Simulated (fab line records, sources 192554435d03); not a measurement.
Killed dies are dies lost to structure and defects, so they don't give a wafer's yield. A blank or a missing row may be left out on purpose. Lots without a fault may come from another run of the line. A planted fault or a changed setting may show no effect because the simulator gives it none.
A sampling plan put to the test | flow n5_finfet | one fab line, 40 faults that these records tell of, each judged on the records of the lots that it struck; 1 more is left out, because the records don't allow judging it
The plan is the line's own looks: the steps of the route at which a gauge or an inspection reads the wafer and doesn't change it. A look can be judged if struck wafers have a number there and the file gives its usual mean and standard deviation on fault-free wafers. Caught: at a look after the fault's first step, the mean of the struck wafers lies 4 or more of those standard deviations (sigma) from the usual mean. On the tool: the same test on the tool's own readings at the fault's steps. Another recipe on the struck wafers, or a record that is blank for them alone, also counts as caught.

THE FAULTS, as the simulator had put them in
1. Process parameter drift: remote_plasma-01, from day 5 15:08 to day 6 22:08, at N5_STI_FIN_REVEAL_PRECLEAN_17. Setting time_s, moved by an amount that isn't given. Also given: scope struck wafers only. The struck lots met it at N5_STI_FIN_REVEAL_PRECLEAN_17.
2. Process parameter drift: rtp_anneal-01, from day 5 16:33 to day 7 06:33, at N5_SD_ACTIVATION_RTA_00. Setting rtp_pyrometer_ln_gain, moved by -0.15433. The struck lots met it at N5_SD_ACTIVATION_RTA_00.
3. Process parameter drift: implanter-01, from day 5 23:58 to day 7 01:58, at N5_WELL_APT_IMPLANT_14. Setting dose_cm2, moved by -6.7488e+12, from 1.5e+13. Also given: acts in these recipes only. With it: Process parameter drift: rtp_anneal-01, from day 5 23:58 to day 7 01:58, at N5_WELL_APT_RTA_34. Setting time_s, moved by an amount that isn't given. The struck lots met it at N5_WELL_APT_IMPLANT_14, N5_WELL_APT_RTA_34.
4. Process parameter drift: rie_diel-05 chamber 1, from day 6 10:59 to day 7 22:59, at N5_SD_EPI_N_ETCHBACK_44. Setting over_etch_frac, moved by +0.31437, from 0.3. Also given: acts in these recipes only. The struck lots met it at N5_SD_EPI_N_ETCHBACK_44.
5. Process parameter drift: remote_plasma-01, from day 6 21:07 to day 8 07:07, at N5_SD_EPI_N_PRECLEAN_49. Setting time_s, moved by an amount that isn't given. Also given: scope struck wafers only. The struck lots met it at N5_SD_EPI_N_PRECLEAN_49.
6. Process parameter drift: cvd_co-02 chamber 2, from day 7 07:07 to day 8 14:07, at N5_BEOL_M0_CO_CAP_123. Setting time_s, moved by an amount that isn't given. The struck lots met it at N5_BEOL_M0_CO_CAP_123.
7. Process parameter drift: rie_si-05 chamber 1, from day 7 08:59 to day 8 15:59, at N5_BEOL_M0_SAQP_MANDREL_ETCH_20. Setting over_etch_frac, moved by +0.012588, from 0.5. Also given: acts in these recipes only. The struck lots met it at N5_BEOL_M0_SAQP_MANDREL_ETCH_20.
8. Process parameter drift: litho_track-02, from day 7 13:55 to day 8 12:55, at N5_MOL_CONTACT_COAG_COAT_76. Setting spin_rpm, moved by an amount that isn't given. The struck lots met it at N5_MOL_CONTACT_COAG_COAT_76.
9. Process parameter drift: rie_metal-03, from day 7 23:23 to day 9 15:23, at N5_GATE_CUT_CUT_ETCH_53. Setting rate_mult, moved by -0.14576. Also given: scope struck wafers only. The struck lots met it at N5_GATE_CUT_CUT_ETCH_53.
10. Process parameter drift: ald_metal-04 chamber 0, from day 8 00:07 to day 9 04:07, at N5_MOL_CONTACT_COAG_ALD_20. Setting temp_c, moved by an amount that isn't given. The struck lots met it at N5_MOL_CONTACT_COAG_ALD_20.
11. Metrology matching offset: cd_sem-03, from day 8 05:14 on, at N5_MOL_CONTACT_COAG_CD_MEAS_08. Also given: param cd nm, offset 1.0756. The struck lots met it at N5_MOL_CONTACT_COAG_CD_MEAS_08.
12. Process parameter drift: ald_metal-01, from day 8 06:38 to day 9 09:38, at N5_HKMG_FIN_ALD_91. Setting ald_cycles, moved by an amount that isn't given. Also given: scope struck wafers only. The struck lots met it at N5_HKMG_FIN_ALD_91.
13. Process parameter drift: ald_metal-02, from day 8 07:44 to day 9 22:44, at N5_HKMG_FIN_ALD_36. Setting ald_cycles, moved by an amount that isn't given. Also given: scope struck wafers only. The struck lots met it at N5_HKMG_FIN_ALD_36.
14. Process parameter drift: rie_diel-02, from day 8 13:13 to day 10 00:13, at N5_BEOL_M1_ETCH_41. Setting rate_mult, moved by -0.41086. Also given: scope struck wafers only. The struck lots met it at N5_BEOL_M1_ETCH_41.
15. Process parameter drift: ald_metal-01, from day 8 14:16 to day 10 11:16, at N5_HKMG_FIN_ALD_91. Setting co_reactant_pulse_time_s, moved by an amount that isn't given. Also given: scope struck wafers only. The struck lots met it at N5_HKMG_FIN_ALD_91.
16. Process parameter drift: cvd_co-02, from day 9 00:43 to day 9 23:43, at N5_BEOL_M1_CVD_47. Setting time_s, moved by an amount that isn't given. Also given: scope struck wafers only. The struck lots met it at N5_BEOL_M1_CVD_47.
17. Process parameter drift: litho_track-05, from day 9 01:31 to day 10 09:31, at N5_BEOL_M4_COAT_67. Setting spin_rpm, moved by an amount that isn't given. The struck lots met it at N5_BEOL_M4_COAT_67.
18. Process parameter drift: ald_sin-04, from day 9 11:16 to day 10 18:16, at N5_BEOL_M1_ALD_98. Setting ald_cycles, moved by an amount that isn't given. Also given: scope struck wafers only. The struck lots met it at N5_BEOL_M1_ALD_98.
19. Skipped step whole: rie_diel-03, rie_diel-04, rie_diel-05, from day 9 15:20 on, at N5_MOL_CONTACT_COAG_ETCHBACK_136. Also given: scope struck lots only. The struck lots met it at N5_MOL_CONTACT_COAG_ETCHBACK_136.
20. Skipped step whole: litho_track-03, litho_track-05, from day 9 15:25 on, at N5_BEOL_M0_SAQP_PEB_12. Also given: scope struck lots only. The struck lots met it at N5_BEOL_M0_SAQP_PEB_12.
21. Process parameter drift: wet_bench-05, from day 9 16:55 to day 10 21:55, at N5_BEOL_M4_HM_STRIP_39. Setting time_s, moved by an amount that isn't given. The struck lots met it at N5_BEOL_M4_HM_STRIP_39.
22. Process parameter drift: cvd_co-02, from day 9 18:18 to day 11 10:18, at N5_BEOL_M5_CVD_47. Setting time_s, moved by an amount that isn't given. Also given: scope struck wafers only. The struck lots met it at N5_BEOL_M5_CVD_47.
23. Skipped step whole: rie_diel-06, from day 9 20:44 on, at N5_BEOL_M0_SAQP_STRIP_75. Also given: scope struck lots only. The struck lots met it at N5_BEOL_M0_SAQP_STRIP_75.
24. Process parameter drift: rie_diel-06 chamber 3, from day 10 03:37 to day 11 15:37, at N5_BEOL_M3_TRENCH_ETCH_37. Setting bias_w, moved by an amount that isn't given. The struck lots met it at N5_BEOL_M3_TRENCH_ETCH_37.
25. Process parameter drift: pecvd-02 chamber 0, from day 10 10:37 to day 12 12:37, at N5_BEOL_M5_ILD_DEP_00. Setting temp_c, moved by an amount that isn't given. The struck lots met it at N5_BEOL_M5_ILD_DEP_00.
26. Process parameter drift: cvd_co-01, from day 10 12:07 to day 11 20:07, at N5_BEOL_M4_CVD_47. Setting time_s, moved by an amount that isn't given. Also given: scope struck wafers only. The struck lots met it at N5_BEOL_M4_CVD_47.
27. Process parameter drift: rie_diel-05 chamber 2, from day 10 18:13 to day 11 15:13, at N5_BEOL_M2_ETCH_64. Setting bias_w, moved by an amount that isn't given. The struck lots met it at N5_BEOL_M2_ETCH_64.
28. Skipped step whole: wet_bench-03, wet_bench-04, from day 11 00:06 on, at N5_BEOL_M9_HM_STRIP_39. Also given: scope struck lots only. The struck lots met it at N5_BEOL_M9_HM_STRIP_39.
29. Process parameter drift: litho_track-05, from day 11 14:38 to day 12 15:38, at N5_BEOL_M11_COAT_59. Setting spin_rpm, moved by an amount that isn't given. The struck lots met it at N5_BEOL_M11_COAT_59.
30. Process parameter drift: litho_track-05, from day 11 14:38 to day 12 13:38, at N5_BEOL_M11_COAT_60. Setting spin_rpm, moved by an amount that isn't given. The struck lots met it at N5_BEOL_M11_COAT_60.
31. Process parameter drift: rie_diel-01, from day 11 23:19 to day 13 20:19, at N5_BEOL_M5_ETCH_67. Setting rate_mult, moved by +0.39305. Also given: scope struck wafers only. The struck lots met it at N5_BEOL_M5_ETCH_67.
32. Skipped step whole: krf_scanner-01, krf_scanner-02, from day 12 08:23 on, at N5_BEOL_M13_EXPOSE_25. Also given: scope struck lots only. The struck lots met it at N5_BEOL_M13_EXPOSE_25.
33. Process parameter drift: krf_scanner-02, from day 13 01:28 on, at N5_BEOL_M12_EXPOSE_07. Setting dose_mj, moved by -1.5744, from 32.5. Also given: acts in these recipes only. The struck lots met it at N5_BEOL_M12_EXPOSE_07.
34. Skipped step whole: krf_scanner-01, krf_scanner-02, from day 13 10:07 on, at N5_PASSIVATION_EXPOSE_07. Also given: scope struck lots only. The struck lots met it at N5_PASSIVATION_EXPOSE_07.
35. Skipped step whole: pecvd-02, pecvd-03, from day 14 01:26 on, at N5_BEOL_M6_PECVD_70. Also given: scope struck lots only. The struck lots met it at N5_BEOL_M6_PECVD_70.
36. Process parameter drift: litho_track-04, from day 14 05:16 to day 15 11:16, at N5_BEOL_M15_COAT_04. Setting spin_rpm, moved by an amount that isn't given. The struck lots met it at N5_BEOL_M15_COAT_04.
37. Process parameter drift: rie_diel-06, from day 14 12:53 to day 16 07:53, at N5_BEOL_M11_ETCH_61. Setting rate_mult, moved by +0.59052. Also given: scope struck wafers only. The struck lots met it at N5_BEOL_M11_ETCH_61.
38. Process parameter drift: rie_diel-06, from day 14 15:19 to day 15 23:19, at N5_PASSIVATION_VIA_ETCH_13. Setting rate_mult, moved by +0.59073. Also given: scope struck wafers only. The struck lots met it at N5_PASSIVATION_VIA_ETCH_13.
39. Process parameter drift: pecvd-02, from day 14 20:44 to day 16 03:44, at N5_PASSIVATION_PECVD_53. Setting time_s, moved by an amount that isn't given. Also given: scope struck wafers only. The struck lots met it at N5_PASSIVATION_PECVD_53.
40. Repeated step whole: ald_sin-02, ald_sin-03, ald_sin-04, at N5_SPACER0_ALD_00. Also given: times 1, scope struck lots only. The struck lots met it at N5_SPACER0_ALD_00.

WHAT THE PLAN SAW
fault | on the tool itself                               | first look that catches it                   | reading, sigma       | median hours from its first step to that look | hours from the fault's start to the first struck lot there | judged looks passed uncaught
1     | no reading that can be judged                    | N5_STI_FIN_REVEAL_FIN_H_MEAS_10              | trench_depth_nm -4.0 | 0.8                                           | 21                                                         | 0
2     | lamp_zone_1_pct +13 sigma                        | not the one look that can be judged after it | -                    | -                                             | -                                                          | 1
3     | dose_ions_cm2 -99 or beyond sigma                | no look after it can be judged               | -                    | -                                             | -                                                          | 0
4     | under 2 sigma                                    | no look after it can be judged               | -                    | -                                             | -                                                          | 0
5     | under 2 sigma                                    | no look after it can be judged               | -                    | -                                             | -                                                          | 0
6     | run_length_s +63 sigma                           | not the one look that can be judged after it | -                    | -                                             | -                                                          | 1
7     | under 2 sigma                                    | not the one look that can be judged after it | -                    | -                                             | -                                                          | 1
8     | spin_speed_rpm +99 or beyond sigma               | no look after it can be judged               | -                    | -                                             | -                                                          | 0
9     | etch_rf_on_time_s +12 sigma                      | no look after it can be judged               | -                    | -                                             | -                                                          | 0
10    | susceptor_temp_C +42 sigma                       | no look after it can be judged               | -                    | -                                             | -                                                          | 0
11    | cd_nm +4.7 sigma                                 | not the one look that can be judged after it | -                    | -                                             | -                                                          | 1
12    | under 2 sigma                                    | no look after it can be judged               | -                    | -                                             | -                                                          | 0
13    | under 2 sigma                                    | no look after it can be judged               | -                    | -                                             | -                                                          | 0
14    | only faintly: oes_product_au -3.2 sigma          | not the one look that can be judged after it | -                    | -                                             | -                                                          | 1
15    | under 2 sigma                                    | no look after it can be judged               | -                    | -                                             | -                                                          | 0
16    | run_length_s +99 or beyond sigma                 | not the one look that can be judged after it | -                    | -                                             | -                                                          | 1
17    | spin_speed_rpm +99 or beyond sigma               | not the one look that can be judged after it | -                    | -                                             | -                                                          | 1
18    | under 2 sigma                                    | not the one look that can be judged after it | -                    | -                                             | -                                                          | 1
19    | the tool's record is blank for the struck wafers | no look after it can be judged               | -                    | -                                             | -                                                          | 0
20    | the tool's record is blank for the struck wafers | no look after it can be judged               | -                    | -                                             | -                                                          | 0
21    | run_length_s -24 sigma                           | not the one look that can be judged after it | -                    | -                                             | -                                                          | 1
22    | run_length_s -99 or beyond sigma                 | no look after it can be judged               | -                    | -                                             | -                                                          | 0
23    | the tool's record is blank for the struck wafers | not the one look that can be judged after it | -                    | -                                             | -                                                          | 1
24    | bias_w +22 sigma                                 | not the one look that can be judged after it | -                    | -                                             | -                                                          | 1
25    | susceptor_temp_C +28 sigma                       | no look after it can be judged               | -                    | -                                             | -                                                          | 0
26    | run_length_s -99 or beyond sigma                 | not the one look that can be judged after it | -                    | -                                             | -                                                          | 1
27    | bias_w +99 or beyond sigma                       | not the one look that can be judged after it | -                    | -                                             | -                                                          | 1
28    | the tool's record is blank for the struck wafers | not the one look that can be judged after it | -                    | -                                             | -                                                          | 1
29    | spin_speed_rpm -55 sigma                         | no look after it can be judged               | -                    | -                                             | -                                                          | 0
30    | spin_speed_rpm -69 sigma                         | no look after it can be judged               | -                    | -                                             | -                                                          | 0
31    | etch_rf_on_time_s -18 sigma                      | no look after it can be judged               | -                    | -                                             | -                                                          | 0
32    | no reading that can be judged                    | no look after it can be judged               | -                    | -                                             | -                                                          | 0
33    | exposure_dose_mJ_cm2 -36 sigma                   | no look after it can be judged               | -                    | -                                             | -                                                          | 0
34    | no reading that can be judged                    | no look after it can be judged               | -                    | -                                             | -                                                          | 0
35    | the tool's record is blank for the struck wafers | no look after it can be judged               | -                    | -                                             | -                                                          | 0
36    | spin_speed_rpm +99 or beyond sigma               | not the one look that can be judged after it | -                    | -                                             | -                                                          | 1
37    | etch_rf_on_time_s -22 sigma                      | no look after it can be judged               | -                    | -                                             | -                                                          | 0
38    | etch_rf_on_time_s -21 sigma                      | no look after it can be judged               | -                    | -                                             | -                                                          | 0
39    | run_length_s +10 sigma                           | no look after it can be judged               | -                    | -                                             | -                                                          | 0
40    | under 2 sigma                                    | no look after it can be judged               | -                    | -                                             | -                                                          | 0
A dash: the fault isn't caught, or these records don't give the number.

Caught at a look: 1 of 40. Caught on the tool: 28 of 40. By one or the other: 29 of 40.
Caught on the tool alone: faults 2, 3, 6, 8, 9, 10, 11, 16, 17, 19, 20, 21, 22, 23, 24, 25, 26, 27, 28, 29, 30, 31, 33, 35, 36, 37, 38, 39.
Caught at a look alone: fault 1.
Caught by neither: faults 4, 5, 7, 12, 13, 14, 15, 18, 32, 34, 40.

THINNER SAMPLING
If the look that catches a fault measured only every second or every third lot, by lot number, the first struck lot would be measured this late in the worst case:
fault | struck lots at that look, in order of time | every lot | every second lot | every third lot
1     | L842                                       | 21 h      | may miss it      | may miss it
Hours are from the fault's start to the first struck lot that is measured. The limit of 4 sigma was tested on all struck wafers together, so one lot alone may lie under it. Other struck lots may not be in these records.

THE LONGEST TIMED WAY FROM STEP TO LOOK
Fault 1: a median of 0.8 hours passes between N5_STI_FIN_REVEAL_PRECLEAN_17 and N5_STI_FIN_REVEAL_FIN_H_MEAS_10. No look between them can be judged.
